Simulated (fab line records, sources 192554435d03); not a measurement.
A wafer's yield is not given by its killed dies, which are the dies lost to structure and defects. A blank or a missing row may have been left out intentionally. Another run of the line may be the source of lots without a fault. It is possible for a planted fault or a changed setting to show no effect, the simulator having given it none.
Lot-split experiment | flow n5-finfet | 7 lots, 21 wafers read, on a route of 1938 steps

## THE SPLIT
At N5_BEOL_M1_COAT_61 (time 60 s, resist thk 60 nm), the setting spin-rpm was moved away from the recipe's 1500 rpm on 9 of the 21 wafers read, by -3.2% to +10.2%. All remaining wafers had this setting at the recipe value.

## FROM THE SPLIT TO THE READING: what the file shows between them, 7 steps
- N5_BEOL_M1_EXPOSE_08: exposes mask M1 (also split here: dose-mj)
- N5_BEOL_M1_PEB_09: peb time 60 s
- N5_BEOL_M1_DEVELOP_10: develop time 30 s
- N5_BEOL_M1_CD_MEAS_11: target cd 17.05 nm
- N5_BEOL_M1_DESCUM_16: chemistry O2, time 7 s
- N5_BEOL_M1_ETCH_74: etches underlayer in N2/H2, target depth 6.5 nm, time 5.2 s
- N5_BEOL_M1_ETCH_63: etches SiARC in CF4, target depth 15.6 nm, time 26 s

## THE READING
etch.depth-nm (the simulator's own value, which no gauge read), in nm, at N5_BEOL_M1_ETCH_64 (etches SOC in N2/H2, target depth 75 nm, overetch 15 nm, time 112.5 s). There is no usual value for it anywhere in the file. Average 60.07 nm, standard deviation 0.17 nm, over the 12 wafers here run with the recipe.

wafer  | tool, chamber at the split | spin-rpm as run, rpm | against the recipe | etch.depth-nm, nm | against lot-mates on the recipe
L075.1 | litho-track-01, 0          | 1593                 | +6.2%              | 58.42             | no lot-mate on the recipe
L075.3 | litho-track-01, 0          | 1593                 | +6.2%              | 58.28             | no lot-mate on the recipe
L075.4 | litho-track-01, 0          | 1593                 | +6.2%              | 58.29             | no lot-mate on the recipe
L076.1 | litho-track-01, 0          | 1620                 | +8.0%              | 57.82             | -2.27
L076.2 | litho-track-01, 0          | 1500                 | recipe             | 59.99             | -
L076.6 | litho-track-01, 0          | 1500                 | recipe             | 60.2              | -
L081.1 | litho-track-04, 0          | 1500                 | recipe             | 60.43             | -
L081.3 | litho-track-04, 0          | 1452                 | -3.2%              | 61.33             | +0.98
L081.6 | litho-track-04, 0          | 1500                 | recipe             | 60.27             | -
L083.1 | litho-track-04, 0          | 1500                 | recipe             | 59.99             | -
L083.3 | litho-track-04, 0          | 1500                 | recipe             | 60.05             | -
L083.4 | litho-track-04, 0          | 1500                 | recipe             | 59.93             | -
L086.1 | litho-track-01, 0          | 1563                 | +4.2%              | 58.67             | -1.09
L086.3 | litho-track-01, 0          | 1500                 | recipe             | 59.76             | -
L086.5 | litho-track-01, 0          | 1563                 | +4.2%              | 58.68             | -1.08
L095.2 | litho-track-02, 0          | 1500                 | recipe             | 60.05             | -
L095.5 | litho-track-02, 0          | 1500                 | recipe             | 60.2              | -
L095.6 | litho-track-02, 0          | 1500                 | recipe             | 59.93             | -
L096.2 | litho-track-02, 0          | 1653                 | +10.2%             | 57.27             | -2.75
L096.3 | litho-track-02, 0          | 1653                 | +10.2%             | 57.16             | -2.86
L096.6 | litho-track-02, 0          | 1500                 | recipe             | 60.02             | -

THE FIT
A straight line over all 21 wafers: etch.depth-nm changes by -0.289 nm for each +1% of spin-rpm; r = -0.99; the points scatter about the line by 0.17 nm.
The same after taking each lot's own level away (the mean of its wafers on the recipe; 18 wafers): -0.278 nm for each +1%; r = -1.00; scatter 0.082 nm.
That fit puts the effect of the largest move of spin-rpm on the reading at 2.8 nm.
Measured against the standard deviation above, the lots' own levels, which go from 59.760 to 60.350 nm, span 3.4 times it.
Consequently the slope shifts little with the lot-to-lot level, the two slopes agreeing.
Check: with one of the wafers moved furthest among these (+10.2%) left out of the fit, the line predicts -2.85 nm for it against its lot-mates. Against them it came out at -2.75 nm.

## FURTHER SPLITS ON THESE WAFERS
Before the reading, these wafers also passed through other splits. Each is held against what the fit with the lots' levels taken away leaves over:
other split on the same wafers         | wafers away from the commonest value | r with etch.depth-nm (lot level and that fit taken away)
N5_BEOL_M0_SAQP_HM_DEP_02 target-thk-a | 8                                    | -0.20
N5_BEOL_M0_SAQP_CUT_ETCH_46 time-s     | 10                                   | -0.35
N5_BEOL_M0_CUTY_COAT_51 spin-rpm       | 5                                    | +0.07
N5_BEOL_M1_EXPOSE_08 dose-mj           | 11                                   | -0.20

## THE WHOLE CHAIN: every reading that the file lists as answering this split, in the file's order
step               | what it does                                                          | reading                                                                        | change (the file's fit)               | r (the file's)
N5_BEOL_M1_COAT_61 | time 60 s, resist thk 60 nm                                           | SOC_of_BEOL_M1_COAT_61.thk-nm (the simulator's own value, which no gauge read) | -0.283 nm for each +1% of the setting | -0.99
N5_BEOL_M1_ETCH_64 | etches SOC in N2/H2, target depth 75 nm, overetch 15 nm, time 112.5 s | etch.depth-nm (the simulator's own value, which no gauge read)                 | -0.278 nm for each +1% of the setting | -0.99

## FILE'S OWN FIT
etch.depth-nm changes by -0.278 nm for each +1% of spin-rpm, r = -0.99.
